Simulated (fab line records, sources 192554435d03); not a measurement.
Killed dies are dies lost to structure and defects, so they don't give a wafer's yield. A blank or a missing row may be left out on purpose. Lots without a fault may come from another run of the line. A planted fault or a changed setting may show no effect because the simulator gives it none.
Split-lot experiment | flow n5_finfet | 7 lots, 21 wafers read, on a route of 1938 steps

THE SPLIT
At N5_MOL_CONTACT_COAG_CVD_140 (deposits W, target thk 66.5 nm, time 215 s), the setting target_thk_a was moved away from the recipe's 665 angstrom on 6 of the 21 wafers read, by -6.6% to +11.4%. The other wafers ran this setting at the recipe's value.

The reading is taken at the split's own step.

THE READING
W_of_MOL_CONTACT_COAG_CVD_140.thk_nm (the simulator's own value, which no gauge read), in nm, at N5_MOL_CONTACT_COAG_CVD_140 (deposits W, target thk 66.5 nm, time 215 s). The file gives no usual value for it. The 15 wafers here that ran the recipe average 66.8 nm, standard deviation 0.61 nm.

wafer  | tool, chamber at the split | target_thk_a as run, angstrom | against the recipe | W_of_MOL_CONTACT_COAG_CVD_140.thk_nm, nm | against lot-mates on the recipe
L085.1 | cvd_w-01, 1                | 740.9                         | +11.4%             | 73                                       | no lot-mate on the recipe
L085.2 | cvd_w-01, 0                | 740.9                         | +11.4%             | 73.2                                     | no lot-mate on the recipe
L085.6 | cvd_w-01, 0                | 740.9                         | +11.4%             | 73.8                                     | no lot-mate on the recipe
L086.1 | cvd_w-01, 1                | 709.2                         | +6.6%              | 72                                       | +5.8
L086.2 | cvd_w-01, 0                | 665                           | recipe             | 66.2                                     | -
L086.5 | cvd_w-01, 0                | 709.2                         | +6.6%              | 71.2                                     | +5.0
L088.1 | cvd_w-02, 1                | 665                           | recipe             | 67.2                                     | -
L088.2 | cvd_w-02, 0                | 665                           | recipe             | 67                                       | -
L088.3 | cvd_w-02, 0                | 665                           | recipe             | 66.2                                     | -
L090.1 | cvd_w-01, 0                | 620.8                         | -6.6%              | 63                                       | -4.1
L090.2 | cvd_w-01, 1                | 665                           | recipe             | 67.4                                     | -
L090.3 | cvd_w-01, 0                | 665                           | recipe             | 66.8                                     | -
L091.3 | cvd_w-02, 1                | 665                           | recipe             | 67.6                                     | -
L091.4 | cvd_w-02, 0                | 665                           | recipe             | 66.2                                     | -
L091.6 | cvd_w-02, 0                | 665                           | recipe             | 67                                       | -
L094.2 | cvd_w-02, 0                | 665                           | recipe             | 65.6                                     | -
L094.5 | cvd_w-02, 0                | 665                           | recipe             | 66.2                                     | -
L094.6 | cvd_w-02, 1                | 665                           | recipe             | 66.6                                     | -
L096.3 | cvd_w-02, 1                | 665                           | recipe             | 67.8                                     | -
L096.4 | cvd_w-02, 1                | 665                           | recipe             | 67.4                                     | -
L096.5 | cvd_w-02, 1                | 665                           | recipe             | 67.2                                     | -

THE FIT
A straight line over all 21 wafers: W_of_MOL_CONTACT_COAG_CVD_140.thk_nm changes by +0.592 nm for each +1% of target_thk_a; r = +0.98; the points scatter about the line by 0.64 nm.
The same after taking each lot's own level away (the mean of its wafers on the recipe; 18 wafers): +0.742 nm for each +1%; r = +0.98; scatter 0.48 nm.
On that fit, the largest move of target_thk_a shifts the reading by 8.5 nm.
The lots' own levels span 66.13 to 67.47 nm, that is 2.2 times the standard deviation above.
So the lot-to-lot level changes the slope: the two fits differ.
Check: with one of the wafers moved furthest among these (+6.6%) left out of the fit, the line predicts +4.6 nm for it against its lot-mates. It came out at +5.8 nm against them.

OTHER SPLITS ON THESE WAFERS
These wafers also went through other splits before the reading. Each is held against what the fit with the lots' levels taken away leaves over:
other split on the same wafers        | wafers away from the commonest value | r with W_of_MOL_CONTACT_COAG_CVD_140.thk_nm (lot level and that fit taken away)
N5_GATE_CUT_CUT_ETCH_54 icp_w         | 4                                    | -0.45
N5_MOL_CONTACT_COAG_ALD_27 ald_cycles | 5                                    | -0.29
N5_MOL_CONTACT_COAG_COAT_75 spin_rpm  | 6                                    | -0.41

THE FILE'S OWN FIT
W_of_MOL_CONTACT_COAG_CVD_140.thk_nm changes by +0.715 nm for each +1% of target_thk_a, r = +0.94.
